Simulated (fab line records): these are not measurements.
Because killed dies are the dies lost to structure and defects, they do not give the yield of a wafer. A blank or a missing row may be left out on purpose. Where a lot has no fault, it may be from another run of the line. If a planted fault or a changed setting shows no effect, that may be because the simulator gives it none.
fab line records    flow n5_finfet
record: lots: 9  wafers: 27  last_day: 17
route steps=1938 shown GATE_CUT@480 BEOL_M4@1111 PASSIVATION@1936
lots that met no fault: from a run of the same line without faults
start_h: start of the lot's first displayed wafer, in hours after the record's first day    wait_h: hours from the lot's prior step to this one    " the same as in the row above    L1.1+2: a row that stands for several wafers    - no value present, or no start provided    * or withheld: withheld    < > ~ a bound
route shown NAME@n: names a module that has steps shown in the file, with the first one's number in the route    usual: the fault-free wafers' mean and standard deviation    same: alike in all rows    chamber/n: place in a boat    sites: readings site by site    _std_site: the values' standard deviation    _edge_site: mean of outer sites minus mean of inner sites    radius_mm: for every site, how far away it sits from the centre of the wafer    mask NAME#n: copy n    behind: the most recent tool/chamber to have shaped the wafer    hold: why the lot was held/for how many hours/how that ended    device: names the non-switching transistor (n, p or np)    end of line: the same wafers' tests at the end of the route    for a step that has no rows: nothing shown but its recipe    killed: the dies lost at the first sort to structure and to defects; this is not the yield of the wafer    map: a wafer's dies, x killed, . not, _ none there
set.NAME: the setting that was run; set.NAME@STEP: the one run at that earlier step    model.NAME: the simulator's own value behind a step, which no gauge read
route steps across a sampled set of lots; one table per step, one row per wafer
services: from which hour (start_h, from the record's first day; less than 0 if before it) a tool's chamber was out of use, for how many hours, and why
== steps ==
step: N5_GATE_CUT_COAT_27
recipe: resist: underlayer  temp_c: 205  time_s: 60  spin_rpm: 1500  resist_thk_nm: 10
usual: exhaust_pa: 44.8/0.84  spin_speed_rpm: 1500.1/1.1
lot.wafer  tool            chamber  start_h  wait_h  exhaust_pa  spin_speed_rpm
L685.2     litho_track-03  0        86.28    -       44.6        1500.1
L685.5     "               0        "        "       45.6        1498.8
L685.6     "               0        "        "       44.3        1499.8
L690.1     litho_track-02  0        115.21   -       44.9        1500.0
L690.4     "               0        "        "       45.7        1499.2
L690.5     "               0        "        "       44.3        1499.6
L692.1     litho_track-03  0        126.50   -       44.1        1498.9
L692.2     "               0        "        "       43.4        1500.6
L692.5     "               0        "        "       43.6        1498.8
L696.3     litho_track-03  0        160.61   -       45.0        1501.2
L696.4     "               0        "        "       44.4        1499.6
L696.5     "               0        "        "       44.3        1499.5
L698.2     litho_track-03  0        163.03   -       44.0        1823.3
L698.4     "               0        "        "       45.3        1822.0
L698.5     "               0        "        "       45.6        1821.4
L699.2     litho_track-03  0        167.43   -       44.2        1821.9
L699.3     "               0        "        "       44.6        1821.6
L699.6     "               0        "        "       44.9        1821.4
L703.2     litho_track-05  0        190.57   -       44.9        1500.1
L703.4     "               0        "        "       44.9        1501.5
L703.5     "               0        "        "       45.6        1500.0
L706.4     litho_track-02  0        210.26   -       45.6        1499.8
L706.5     "               0        "        "       45.3        1499.9
L706.6     "               0        "        "       45.2        1499.5
L707.2     litho_track-02  0        215.25   -       47.7        1500.2
L707.3     "               0        "        "       45.5        1499.8
L707.5     "               0        "        "       45.1        1500.0
step: N5_GATE_CUT_CD_MEAS_13
recipe: target_cd_nm: 20  landing_energy_ev: 500  detector: se_inlens
usual: cd_nm: 20.02/0.28
lot.wafer  tool       chamber  start_h  wait_h  cd_nm
L685.2     cd_sem-02  0        86.68    -       20.33
L685.5     "          0        "        "       20.39
L685.6     "          0        "        "       19.81
L690.1     cd_sem-01  0        115.60   -       19.64
L690.4     "          0        "        "       19.49
L690.5     "          0        "        "       20.06
L692.1     cd_sem-02  0        126.89   -       19.71
L692.2     "          0        "        "       19.60
L692.5     "          0        "        "       19.54
L696.3     cd_sem-02  0        160.88   -       20.06
L696.4     "          0        "        "       20.26
L696.5     "          0        "        "       20.09
L698.2     cd_sem-03  0        163.42   -       20.02
L698.4     "          0        "        "       20.05
L698.5     "          0        "        "       20.17
L699.2     cd_sem-03  0        167.83   -       20.13
L699.3     "          0        "        "       20.05
L699.6     "          0        "        "       19.68
L703.2     cd_sem-03  0        190.96   -       19.89
L703.4     "          0        "        "       20.19
L703.5     "          0        "        "       19.97
L706.4     cd_sem-01  0        210.52   -       20.40
L706.5     "          0        "        "       20.28
L706.6     "          0        "        "       20.21
L707.2     cd_sem-02  0        215.64   -       19.33
L707.3     "          0        "        "       20.10
L707.5     "          0        "        "       19.46
step: N5_GATE_CUT_OVL_MEAS_14
recipe: points_per_wafer: 522
usual: GATE_CUT_OVL: -0.3/0.55
lot.wafer  tool        chamber  start_h  wait_h  GATE_CUT_OVL[nm]
L685.2     overlay-02  0        86.71    0.0     -0.1
L685.5     "           0        "        "       -0.1
L685.6     "           0        "        "       -0.4
L690.1     overlay-01  0        115.63   0.0     0.5
L690.4     "           0        "        "       0.7
L690.5     "           0        "        "       0.9
L692.1     overlay-02  0        126.92   0.0     0.9
L692.2     "           0        "        "       -0.9
L692.5     "           0        "        "       -0.7
L696.3     overlay-02  0        160.92   0.0     -0.4
L696.4     "           0        "        "       -0.9
L696.5     "           0        "        "       -0.5
L698.2     overlay-01  0        163.46   0.0     0.3
L698.4     "           0        "        "       -0.5
L698.5     "           0        "        "       -0.6
L699.2     overlay-02  0        167.86   0.0     -0.1
L699.3     "           0        "        "       0.8
L699.6     "           0        "        "       0.2
L703.2     overlay-01  0        190.99   0.0     -0.8
L703.4     "           0        "        "       -0.6
L703.5     "           0        "        "       -0.7
L706.4     overlay-02  0        210.57   0.0     0.2
L706.5     "           0        "        "       -0.4
L706.6     "           0        "        "       -0.8
L707.2     overlay-02  0        215.67   0.0     0.5
L707.3     "           0        "        "       -0.6
L707.5     "           0        "        "       -0.8
step: N5_GATE_CUT_ETCH_28
recipe: chemistry: N2/H2  target: underlayer  target_depth_a: 130  mask_material: CAR-EUV  time_s: 10.4  ion_energy_ev: 200  pressure_mtorr: 30  source_w: 840  bias_w: 150  n2_flow_sccm: 200  h2_flow_sccm: 200  ends: cleared
usual: drypump_motor_current_A: 5.8/0.65  etch_rf_on_time_s: 10.45/0.23  n2_flow_sccm: 200.0/0.53  oes_product_au: 0.65/0.069  rf_vpp_V: 524.2/2.4  showerhead_plenum_p_Torr: 2.55/0.08  throttle_valve_pct: 17.9/0.36
lot.wafer  tool         chamber  start_h  wait_h  drypump_motor_current_A  etch_rf_on_time_s  n2_flow_sccm  oes_product_au  rf_hours_counter_h  rf_vpp_V  showerhead_plenum_p_Torr  throttle_valve_pct
L685.2     rie_diel-03  3        86.83    0.0     5.8                      10.49              200.0         0.70            69                  524.2     2.59                      17.7
L685.5     "            1        "        "       6.3                      10.42              199.6         0.61            -                   526.1     2.63                      17.5
L685.6     "            0        "        "       5.1                      10.56              199.9         0.61            -                   522.9     2.51                      18.1
L690.1     rie_diel-02  3        116.30   0.0     6.6                      10.17              200.4         0.78            27                  522.3     2.47                      17.2
L690.4     "            2        "        "       4.6                      10.37              201.0         0.59            242                 525.5     2.60                      18.1
L690.5     "            2        "        "       4.7                      10.34              200.7         0.59            -                   526.0     2.60                      18.1
L692.1     rie_diel-04  1        127.05   0.0     5.3                      10.17              199.3         0.73            71                  521.5     2.47                      17.5
L692.2     "            0        "        "       5.9                      10.47              200.5         0.66            113                 518.0     2.37                      17.9
L692.5     "            3        "        "       6.2                      10.27              201.3         0.63            -                   522.9     2.52                      17.7
L696.3     rie_diel-04  0        161.17   0.0     5.9                      10.39              200.0         0.64            125                 517.4     2.37                      17.9
L696.4     "            2        "        "       5.2                      10.45              201.0         0.64            142                 523.8     2.54                      17.5
L696.5     "            3        "        "       6.2                      10.29              199.4         0.63            -                   522.2     2.51                      17.8
L698.2     rie_diel-03  0        163.58   0.0     5.1                      9.60               200.0         0.58            231                 521.5     2.50                      18.1
L698.4     "            3        "        "       5.8                      9.43               200.5         0.67            91                  523.6     2.58                      17.7
L698.5     "            1        "        "       6.3                      9.36               200.8         0.60            -                   525.4     2.62                      17.6
L699.2     rie_diel-04  1        167.98   0.0     5.3                      9.37               199.6         0.71            84                  521.4     2.46                      17.6
L699.3     "            2        "        "       5.2                      9.65               199.9         0.64            144                 523.5     2.54                      17.5
L699.6     "            3        "        "       6.3                      9.40               199.7         0.62            -                   524.5     2.51                      17.8
L703.2     rie_diel-04  0        191.11   0.0     5.9                      10.50              199.2         0.64            133                 518.2     2.36                      17.9
L703.4     "            1        "        "       5.3                      10.26              200.0         0.72            91                  522.2     2.46                      17.6
L703.5     "            3        "        "       6.3                      10.30              200.6         0.62            -                   522.2     2.51                      17.8
L706.4     rie_diel-02  2        210.68   0.0     4.7                      9.99               199.9         0.80            11                  524.1     2.60                      17.6
L706.5     "            2        "        "       4.6                      10.18              200.8         0.80            -                   526.4     2.60                      17.6
L706.6     "            3        "        "       6.6                      10.24              200.4         0.73            -                   522.5     2.46                      17.3
L707.2     rie_diel-02  3        215.79   0.0     6.6                      10.16              199.7         0.74            57                  520.9     2.46                      17.3
L707.3     "            1        "        "       6.6                      10.75              199.4         0.58            213                 525.0     2.63                      18.1
L707.5     "            3        "        "       6.6                      10.11              200.2         0.73            -                   521.6     2.46                      17.3
step: N5_GATE_CUT_ETCH_36
recipe: chemistry: CF4  target: SiARC  target_depth_a: 130  mask_material: CAR-EUV  time_s: 21.7  ion_energy_ev: 80  pressure_mtorr: 40  source_w: 545  bias_w: 36  Ar_flow_sccm: 100  cf4_flow_sccm: 100  ends: cleared
usual: drypump_motor_current_A: 5.8/0.65  etch_rf_on_time_s: 21.8/0.42  oes_product_au: 0.65/0.068  rf_vpp_V: 184.2/1.1  showerhead_plenum_p_Torr: 2.15/0.063  throttle_valve_pct: 15.6/0.35
lot.wafer  tool         chamber  start_h  wait_h  drypump_motor_current_A  etch_rf_on_time_s  oes_product_au  rf_hours_counter_h  rf_vpp_V  showerhead_plenum_p_Torr  throttle_valve_pct
L685.2     rie_diel-03  3        86.85    0.0     5.8                      21.4               0.70            69                  183.7     2.17                      15.3
L685.5     "            1        "        "       6.3                      21.3               0.62            -                   186.1     2.21                      15.4
L685.6     "            0        "        "       5.1                      21.9               0.61            -                   182.8     2.14                      15.9
L690.1     rie_diel-02  3        116.32   0.0     6.6                      21.5               0.77            27                  184.4     2.11                      15.1
L690.4     "            2        "        "       4.6                      21.6               0.59            242                 184.8     2.21                      15.9
L690.5     "            2        "        "       4.7                      21.5               0.59            -                   184.9     2.21                      15.9
L692.1     rie_diel-04  1        127.07   0.0     5.3                      21.5               0.73            71                  184.4     2.08                      15.2
L692.2     "            0        "        "       5.9                      21.6               0.66            113                 181.9     1.99                      15.5
L692.5     "            3        "        "       6.2                      21.7               0.63            -                   183.9     2.14                      15.6
L696.3     rie_diel-04  0        161.19   0.0     5.9                      21.7               0.65            125                 182.0     1.98                      15.6
L696.4     "            2        "        "       5.2                      22.4               0.63            142                 185.7     2.14                      15.2
L696.5     "            3        "        "       6.2                      22.0               0.62            -                   184.6     2.13                      15.6
L698.2     rie_diel-03  0        163.60   0.0     5.1                      22.4               0.58            231                 184.7     2.13                      16.0
L698.4     "            3        "        "       5.8                      21.7               0.67            91                  183.7     2.16                      15.3
L698.5     "            1        "        "       6.3                      22.0               0.60            -                   185.0     2.20                      15.4
L699.2     rie_diel-04  1        168.00   0.0     5.3                      21.6               0.72            84                  183.9     2.07                      15.2
L699.3     "            2        "        "       5.2                      22.3               0.64            144                 184.6     2.14                      15.2
L699.6     "            3        "        "       6.2                      21.7               0.62            -                   184.2     2.13                      15.6
L703.2     rie_diel-04  0        191.13   0.0     5.9                      21.8               0.63            133                 181.0     1.98                      15.6
L703.4     "            1        "        "       5.3                      21.7               0.71            91                  184.2     2.07                      15.2
L703.5     "            3        "        "       6.3                      21.7               0.61            -                   182.7     2.13                      15.6
L706.4     rie_diel-02  2        210.70   0.0     4.7                      20.8               0.81            11                  183.7     2.20                      15.5
L706.5     "            2        "        "       4.6                      20.8               0.80            -                   183.3     2.20                      15.5
L706.6     "            3        "        "       6.6                      21.1               0.74            -                   183.2     2.10                      15.2
L707.2     rie_diel-02  3        215.81   0.0     6.6                      21.5               0.73            57                  184.0     2.10                      15.2
L707.3     "            1        "        "       6.6                      22.4               0.58            213                 186.1     2.20                      15.8
L707.5     "            3        "        "       6.6                      21.7               0.72            -                   183.4     2.10                      15.2
step: N5_BEOL_M4_RC_MEAS_101
usual: DIBL_N: 36.5/2  DIBL_P: 36.5/2.3  IOFF_N: 0.16/0.036  IOFF_P: 0.21/0.037  ION_N: 672/12  ION_P: 459/7.1  SS_N: 71.6/0.73  SS_P: 73.4/0.76  VT_N: 250/3.3  VT_P: -250.5/2.9
lot.wafer  tool       chamber  start_h  wait_h  DIBL_N[mV/V]  DIBL_P[mV/V]  IOFF_N[nA/um]  IOFF_P[nA/um]  ION_N[uA/um]  ION_P[uA/um]  SS_N[mV/dec]  SS_P[mV/dec]  VT_N[mV]  VT_P[mV]
L685.2     prober-02  0        182.99   0.2     31.8          34.0          0.12           0.17           671           462           71.2          72.4          252       -250.3
L685.5     "          0        "        "       33.0          34.7          0.13           0.17           659           450           70.6          72.4          254       -253.8
L685.6     "          0        "        "       34.4          37.4          0.16           0.20           675           461           70.9          73.5          250       -249.8
L690.1     prober-01  0        194.93   0.0     32.9          33.3          0.11           0.17           671           465           70.6          72.2          253       -255.8
L690.4     "          0        "        "       36.0          36.4          0.15           0.21           682           468           70.7          73.5          249       -247.8
L690.5     "          0        "        "       31.2          31.0          0.10           0.14           672           465           69.7          72.0          257       -254.7
L692.1     prober-01  0        223.32   0.0     36.5          35.9          0.14           0.19           661           453           72.5          72.6          251       -252.4
L692.2     "          0        "        "       38.1          39.1          0.18           0.24           683           469           72.6          73.7          249       -247.1
L692.5     "          0        "        "       37.2          37.3          0.16           0.21           671           459           72.4          73.2          249       -249.2
L699.2     prober-02  0        257.76   0.2     38.6          38.0          0.19           0.24           666           449           72.4          73.0          248       -249.1
L699.3     "          0        "        "       36.4          35.2          0.14           0.18           649           452           72.4          72.6          254       -252.1
L699.6     "          0        "        "       38.8          38.0          0.18           0.23           664           457           72.6          73.2          253       -249.6
L698.2     prober-01  0        259.40   0.2     36.3          36.2          0.16           0.20           663           448           71.8          73.1          250       -252.3
L698.4     "          0        "        "       37.4          36.3          0.19           0.21           652           446           73.3          73.4          250       -249.7
L698.5     "          0        "        "       37.3          38.8          0.20           0.25           669           463           72.6          73.4          247       -246.2
L696.3     prober-02  0        260.43   0.3     36.6          37.2          0.17           0.23           676           463           71.1          73.9          250       -246.2
L696.4     "          0        "        "       37.1          38.2          0.18           0.26           684           472           71.7          74.3          246       -246.0
L696.5     "          0        "        "       34.2          34.3          0.12           0.18           663           460           70.6          72.4          255       -249.6
L703.2     prober-02  0        274.28   0.2     35.3          33.9          0.13           0.20           667           463           70.7          72.7          253       -247.5
L703.4     "          0        "        "       35.1          33.6          0.13           0.19           671           464           70.4          72.4          252       -250.6
L703.5     "          0        "        "       36.7          35.6          0.15           0.23           679           470           71.5          73.3          249       -247.3
L706.4     prober-01  0        297.56   0.5     39.5          41.0          0.23           0.29           697           475           71.6          74.7          243       -246.4
L706.5     "          0        "        "       36.8          37.8          0.18           0.24           688           464           71.4          73.5          246       -246.8
L706.6     "          0        "        "       34.2          34.2          0.12           0.17           664           459           71.0          72.8          254       -250.7
L707.2     prober-01  0        309.41   0.2     38.1          41.2          0.24           0.30           691           474           72.1          73.9          243       -243.0
L707.3     "          0        "        "       37.5          39.5          0.21           0.26           684           467           71.8          74.3          248       -246.6
L707.5     "          0        "        "       37.7          39.4          0.21           0.26           661           449           72.3          74.0          247       -245.4
step: N5_PASSIVATION_PROBE_49
usual: defect_limited_yield: 91.4/1.4  killed_at_M0_to_M3: 33/11  killed_at_M4_up: 13/5.3  killed_at_contacts: 13/6.1  killed_at_front_end: 40/11  killed_at_other: 2.9/2.7  killed_dies: 102/17  killed_open: 68/13  killed_short: 32/7.5  sort_bin_4_leakage: 0.00/0.022  sort_bin_5_function: 5.1/0.98  sort_bin_6_memory: 3.2/0.69  sort_bin_8_speed: 0.1/1.1  sort_n_pass: 1077/21  sort_yield_pct: 91.3/1.7
same: gross_dies: 1180  killed_at_back_side: 0
lot.wafer  tool       chamber  start_h  wait_h  defect_limited_yield[%]  killed_at_M0_to_M3  killed_at_M4_up  killed_at_contacts  killed_at_front_end  killed_at_other  killed_dies  killed_open  killed_short  sort_bin_4_leakage[%]  sort_bin_5_function[%]  sort_bin_6_memory[%]  sort_bin_8_speed[%]  sort_n_pass  sort_yield_pct[%]
L690.1     prober-02  -        316.17   0.0     90.8                     29                  13               9                   51                   6                108          56           52            0                      5.8                     2.5                   0                    1072         90.8
L690.4     prober-02  -        316.32   0.2     88.6                     26                  9                24                  65                   10               134          96           37            0                      7.1                     3.8                   0                    1046         88.6
L690.5     prober-02  -        316.37   0.2     91.0                     25                  7                11                  60                   3                106          73           33            0                      5.0                     3.8                   0                    1074         91.0
L692.1     prober-02  -        340.53   0.0     91.6                     29                  22               9                   39                   0                99           69           29            0                      5.3                     2.8                   0                    1081         91.6
L692.2     prober-02  -        340.58   0.1     90.5                     28                  14               18                  52                   0                112          76           29            0                      5.3                     3.6                   0                    1068         90.5
L692.5     prober-02  -        340.73   0.2     92.1                     39                  21               8                   22                   3                93           60           32            0                      4.9                     2.3                   0                    1087         92.1
L698.2     prober-01  -        373.97   0.1     91.7                     24                  11               9                   53                   1                98           62           35            0                      4.7                     3.1                   0                    1082         91.7
L698.4     prober-01  -        374.07   0.2     91.2                     29                  13               9                   51                   2                104          66           38            0                      4.7                     3.9                   0.2                  1074         91.0
L698.5     prober-01  -        374.12   0.2     90.8                     32                  6                21                  49                   1                109          77           32            0                      5.2                     3.7                   0                    1071         90.8
L699.2     prober-01  -        378.43   0.1     93.6                     30                  7                7                   30                   1                75           56           19            0                      3.5                     2.7                   0                    1105         93.6
L699.3     prober-01  -        378.48   0.1     90.9                     54                  4                6                   42                   1                107          67           38            0                      5.6                     2.7                   0                    1073         90.9
L699.6     prober-01  -        378.63   0.3     92.8                     27                  4                15                  39                   0                85           58           21            0                      3.6                     3.0                   0                    1095         92.8
L703.2     prober-02  -        395.53   0.1     90.7                     21                  16               8                   60                   5                110          68           42            0                      4.8                     4.2                   0                    1070         90.7
L703.4     prober-02  -        395.63   0.2     90.3                     22                  11               23                  58                   1                115          70           42            0                      5.8                     3.4                   0                    1065         90.3
L703.5     prober-02  -        395.68   0.2     91.3                     20                  13               11                  56                   3                103          66           37            0                      5.5                     3.0                   0                    1077         91.3
L707.2     prober-02  -        419.63   0.1     92.7                     24                  15               10                  36                   1                86           57           28            0                      3.8                     3.2                   0                    1094         92.7
L707.3     prober-02  -        419.68   0.1     90.7                     32                  25               14                  33                   6                110          74           34            0                      4.7                     4.6                   0                    1070         90.7
L707.5     prober-02  -        419.78   0.2     92.6                     26                  14               9                   35                   3                87           62           25            0                      3.6                     3.3                   0                    1093         92.6
killed by level:class
L690.1 FIN_SAQP:geometric_particle:open=17 FIN_SAQP:geometric_particle:short=15 BEOL_M2:geometric_particle:short=10 MOL_CONTACT_COAG:geometric_particle:open=7 BEOL_M0_SAQP:geometric_particle:open=5 BEOL_M4:geometric_particle:open=5 BEOL_M1:geometric_particle:short=4 STI_FIN_REVEAL:geometric_particle:open=3
L690.4 FIN_SAQP:geometric_particle:open=24 MOL_CONTACT_COAG:geometric_particle:open=21 STI_FIN_REVEAL:geometric_particle:open=18 BEOL_M2:geometric_particle:short=9 FIN_SAQP:geometric_particle:short=8 BEOL_M0_SAQP:geometric_particle:open=6 STI_FIN_REVEAL:geometric_particle:short=4 STARTING-WAFER:geometric_particle:open=4
L690.5 FIN_SAQP:geometric_particle:open=16 STI_FIN_REVEAL:geometric_particle:open=10 MOL_CONTACT_COAG:geometric_particle:open=9 FIN_SAQP:geometric_particle:short=7 GATE_CUT:geometric_particle:short=7 STARTING-WAFER:geometric_particle:short=7 BEOL_M3:geometric_particle:open=7 DUMMY_GATE:geometric_particle:open=6
L692.1 BEOL_M2:geometric_particle:open=10 BEOL_M4:geometric_particle:open=10 FIN_SAQP:geometric_particle:short=9 STI_FIN_REVEAL:geometric_particle:open=9 MOL_CONTACT_COAG:geometric_particle:open=9 BEOL_M0_SAQP:geometric_particle:open=8 FIN_SAQP:geometric_particle:open=5 STI_FIN_REVEAL:geometric_particle:short=4
L692.2 STI_FIN_REVEAL:geometric_particle:open=17 MOL_CONTACT_COAG:geometric_particle:open=14 FIN_SAQP:geometric_particle:open=12 BEOL_M0_SAQP:geometric_particle:open=9 BEOL_M0_SAQP:geometric_particle:short=8 FIN_SAQP:geometric_particle:short=6 BEOL_M4:geometric_particle:open=5 MOL_CONTACT_COAG:geometric_particle:short=4
L692.5 BEOL_M2:geometric_particle:open=12 BEOL_M4:geometric_particle:open=11 BEOL_M0_SAQP:geometric_particle:short=8 FIN_SAQP:geometric_particle:short=7 MOL_CONTACT_COAG:geometric_particle:open=5 BEOL_M0_SAQP:geometric_particle:open=5 BEOL_M3:geometric_particle:open=5 DUMMY_GATE:geometric_particle:open=3
L698.2 FIN_SAQP:geometric_particle:short=23 FIN_SAQP:geometric_particle:open=16 BEOL_M3:geometric_particle:open=9 STI_FIN_REVEAL:geometric_particle:open=6 MOL_CONTACT_COAG:geometric_particle:open=6 BEOL_M1:geometric_particle:open=4 BEOL_M4:geometric_particle:open=4 MOL_CONTACT_COAG:geometric_particle:short=3
L698.4 BEOL_M3:geometric_particle:open=10 FIN_SAQP:geometric_particle:short=9 FIN_SAQP:geometric_particle:open=8 MOL_CONTACT_COAG:geometric_particle:open=8 STI_FIN_REVEAL:geometric_particle:open=6 STARTING-WAFER:geometric_particle:open=6 STARTING-WAFER:geometric_particle:short=4 GATE_CUT:geometric_particle:short=4
L698.5 FIN_SAQP:geometric_particle:open=21 MOL_CONTACT_COAG:geometric_particle:open=18 BEOL_M3:geometric_particle:open=9 FIN_SAQP:geometric_particle:short=8 BEOL_M1:geometric_particle:open=5 DUMMY_GATE:geometric_particle:open=4 BEOL_M0_SAQP:geometric_particle:open=4 BEOL_M0_SAQP:geometric_particle:short=4
L699.2 FIN_SAQP:geometric_particle:open=12 BEOL_M0_SAQP:geometric_particle:open=7 MOL_CONTACT_COAG:geometric_particle:open=6 BEOL_M0_SAQP:geometric_particle:short=6 FIN_SAQP:geometric_particle:short=5 BEOL_M2:geometric_particle:open=5 BEOL_M4:geometric_particle:open=5 STI_FIN_REVEAL:geometric_particle:open=4
L699.3 BEOL_M0_SAQP:geometric_particle:open=15 BEOL_M0_SAQP:geometric_particle:short=14 FIN_SAQP:geometric_particle:open=13 BEOL_M2:geometric_particle:open=10 FIN_SAQP:geometric_particle:short=6 MOL_CONTACT_COAG:geometric_particle:open=6 BEOL_M2:geometric_particle:short=6 GATE_CUT:geometric_particle:short=5
L699.6 MOL_CONTACT_COAG:geometric_particle:open=11 FIN_SAQP:geometric_particle:open=10 BEOL_M3:geometric_particle:open=10 DUMMY_GATE:geometric_particle:open=6 HKMG_FIN:area_etch=6 BEOL_M0_SAQP:geometric_particle:short=5 BEOL_M0_SAQP:geometric_particle:open=5 MOL_CONTACT_COAG:geometric_particle:short=4
L703.2 FIN_SAQP:geometric_particle:open=14 FIN_SAQP:geometric_particle:short=11 STI_FIN_REVEAL:geometric_particle:open=11 GATE_CUT:geometric_particle:short=9 BEOL_M4:geometric_particle:open=7 MOL_CONTACT_COAG:geometric_particle:open=5 BEOL_M0_SAQP:geometric_particle:open=5 BEOL_M0_SAQP:geometric_particle:short=4
L703.4 FIN_SAQP:geometric_particle:open=23 MOL_CONTACT_COAG:geometric_particle:open=17 FIN_SAQP:geometric_particle:short=12 BEOL_M0_SAQP:geometric_particle:short=7 STI_FIN_REVEAL:geometric_particle:open=5 BEOL_M0_SAQP:geometric_particle:open=5 MOL_CONTACT_COAG:geometric_particle:short=4 ILD0:geometric_particle:short=4
L703.5 STI_FIN_REVEAL:geometric_particle:open=14 FIN_SAQP:geometric_particle:short=14 FIN_SAQP:geometric_particle:open=10 MOL_CONTACT_COAG:geometric_particle:open=9 BEOL_M4:geometric_particle:open=9 GATE_CUT:geometric_particle:short=7 BEOL_M1:geometric_particle:open=6 BEOL_M0_SAQP:geometric_particle:short=5
L707.2 FIN_SAQP:geometric_particle:short=10 BEOL_M4:geometric_particle:open=10 FIN_SAQP:geometric_particle:open=9 MOL_CONTACT_COAG:geometric_particle:open=9 STI_FIN_REVEAL:geometric_particle:open=6 BEOL_M1:geometric_particle:open=6 BEOL_M0_SAQP:geometric_particle:short=5 BEOL_M0:geometric_particle:open=5
L707.3 MOL_CONTACT_COAG:geometric_particle:open=14 BEOL_M0_SAQP:geometric_particle:open=11 BEOL_M4:geometric_particle:open=11 FIN_SAQP:geometric_particle:open=10 BEOL_M0_SAQP:geometric_particle:short=9 FIN_SAQP:geometric_particle:short=7 STI_FIN_REVEAL:geometric_particle:open=5 BEOL_M1:geometric_particle:open=5
L707.5 BEOL_M1:geometric_particle:open=10 MOL_CONTACT_COAG:geometric_particle:open=8 FIN_SAQP:geometric_particle:open=7 FIN_SAQP:geometric_particle:short=7 BEOL_M4:geometric_particle:open=6 GATE_CUT:geometric_particle:short=6 DUMMY_GATE:geometric_particle:open=5 BEOL_M2:geometric_particle:open=4
== services ==
tool         chamber  start_h  hours  kind
rie_diel-03  3        64.95    12.8   repair
rie_diel-03  1        65.00    11.8   repair
rie_diel-04  -        79.77    28.1   pm
rie_diel-03  3        133.54   12.3   repair
rie_diel-02  2        139.95   -      clean
rie_diel-02  2        139.95   -      consumable_replace:focus_ring
rie_diel-02  2        139.95   34.7   scheduled_down
rie_diel-02  2        139.95   34.7   vent_cycle
rie_diel-03  2        143.43   10.1   repair
rie_diel-04  1        209.51   16.5   repair
== key ==
first_sign: step: N5_GATE_CUT_COAT_27  reading: spin_speed_rpm  direction: up  sigmas: 99+  usual: *  struck: *
effect: step: N5_GATE_CUT_ETCH_28  reading: etch_rf_on_time_s  direction: down  sigmas: 4.3  usual: *  struck: *
met_at N5_GATE_CUT_COAT_27
struck_lots L698,L699
not_acting_at N5_GATE_CUT_CD_MEAS_13,N5_GATE_CUT_OVL_MEAS_14,N5_GATE_CUT_ETCH_36
onset_between 160.61 163.03
fault: kind: process_parameter_drift  tool: litho_track-03  chamber: -  onset_h: 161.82  steps: N5_GATE_CUT_COAT_27  channel: spin_rpm  offset: *  shape: step  end_h: 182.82  acts_in: *  stated: *
